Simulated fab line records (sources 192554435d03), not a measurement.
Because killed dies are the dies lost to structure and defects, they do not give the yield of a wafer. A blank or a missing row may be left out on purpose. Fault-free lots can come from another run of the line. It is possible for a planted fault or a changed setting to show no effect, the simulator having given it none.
A lot that was struck, set against a sound lot | flow n5-finfet | 14 out of 1938 route steps
Sound: these wafers, L634.1, L634.3, L634.4. The struck wafers were L646.4, L646.5, L646.6. The cause is named last.
Order at every step that has rows: each side's tool, ch and its chambers, its first start. Under that, the readings that differ: sound wafers | struck wafers | difference of the means | sigmas: that difference in standard deviations of wafers without a fault.
alike: readings whose means differ by less than 2 such deviations, and words and numbers that are the same on both sides. not compared: withheld readings, readings that some wafer has no value for, bounds like >300 that may hide the same value, and numbers for which the record gives no deviation and whose values overlap.
A row with sigmas, a row that says differs or no value, or rows on one side alone: a step with any of these is where the two part. When numbers do not overlap yet have no deviation, they are printed without sigmas and do not part them. A reading that every wafer of one side lacks parts them only if that side has two wafers or more.

first, 8 steps without rows for these wafers: N5_BEOL_M8_COAT_64 (time 60 s, resist thk 12 nm); N5_BEOL_M8_COAT_71 (time 60 s, resist thk 5 nm); N5_BEOL_M8_COAT_22 (resist thk 30 nm); N5_BEOL_M8_EBR_24; N5_BEOL_M8_SOFTBAKE_23 (time 60 s); N5_BEOL_M8_EXPOSE_25 (exposes mask V7, target cd 40 nm); N5_BEOL_M8_PEB_26 (peb time 60 s); N5_BEOL_M8_DEVELOP_27 (develop time 30 s).
N5_BEOL_M8_CD_MEAS_28: the cd target is 40 nm.
  sound on cd-sem-03 ch 0, day 11 03:01; struck on cd-sem-01 ch 0, day 14 02:57
  alike: cd-nm
N5_BEOL_M8_OVL_MEAS_29:
  sound on overlay-02 ch 0, day 11 03:02; struck on overlay-01 ch 0, day 14 03:00
  alike: V7_OVL
N5_BEOL_M8_INSPECT_30: inspects for defects (brightfield).
  sound: defect-inspect-01 at day 11 03:06; struck: defect-inspect-02 at day 14 03:02
  alike: raw-defect-count
N5_BEOL_M8_DESCUM_33: chemistry O2, time 7 s.
  sound on rie-diel-04 ch 0,2,3, day 11 03:42; struck on rie-diel-01 ch 1,2,3, day 14 03:06
  alike: chamber-pressure-mTorr, drypump-motor-current-A, oes-product-au, rf-vpp-V, showerhead-plenum-p-Torr, throttle-valve-pct
  not compared: rf-hours-counter-h
N5_BEOL_M8_ETCH_72: etches underlayer in N2/H2, target depth 6.5 nm, time 5.2 s.
  sound on rie-diel-04 ch 0,2,3, day 11 03:44; struck on rie-diel-01 ch 1,2,3, day 14 03:08
  reading                | sound             | struck            | difference | sigmas
  h2-flow-sccm (sccm)    | 199.1 200.1 200.1 | 220.2 219.9 219.8 | +20.2      | +35
  throttle-valve-pct (%) | 17.69 17.92 17.89 | 18.40 18.26 18.47 | +0.54      | +3
  alike: chamber-pressure-mTorr, drypump-motor-current-A, etch-rf-on-time-s, oes-product-au, rf-vpp-V, showerhead-plenum-p-Torr
  not compared: rf-hours-counter-h
N5_BEOL_M8_ETCH_65: etches SiARC in CF4, target depth 15.6 nm, time 26 s.
  sound on rie-diel-04 ch 0,2,3, day 11 03:45; struck on rie-diel-01 ch 1,2,3, day 14 03:09
  alike: chamber-pressure-mTorr, drypump-motor-current-A, etch-rf-on-time-s, oes-product-au, rf-vpp-V, showerhead-plenum-p-Torr, throttle-valve-pct
  not compared: rf-hours-counter-h

WHERE THEY PART
At N5_BEOL_M8_ETCH_72 and nowhere else, as far as this record goes. Later steps at which nothing parts them and some readings are alike: N5_BEOL_M8_ETCH_65.

WHY: what had been put in by the simulator
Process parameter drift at N5_BEOL_M8_ETCH_72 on rie-diel-01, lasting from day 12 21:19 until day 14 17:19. A move of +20 in setting h2-flow-sccm, from 200. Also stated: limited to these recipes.
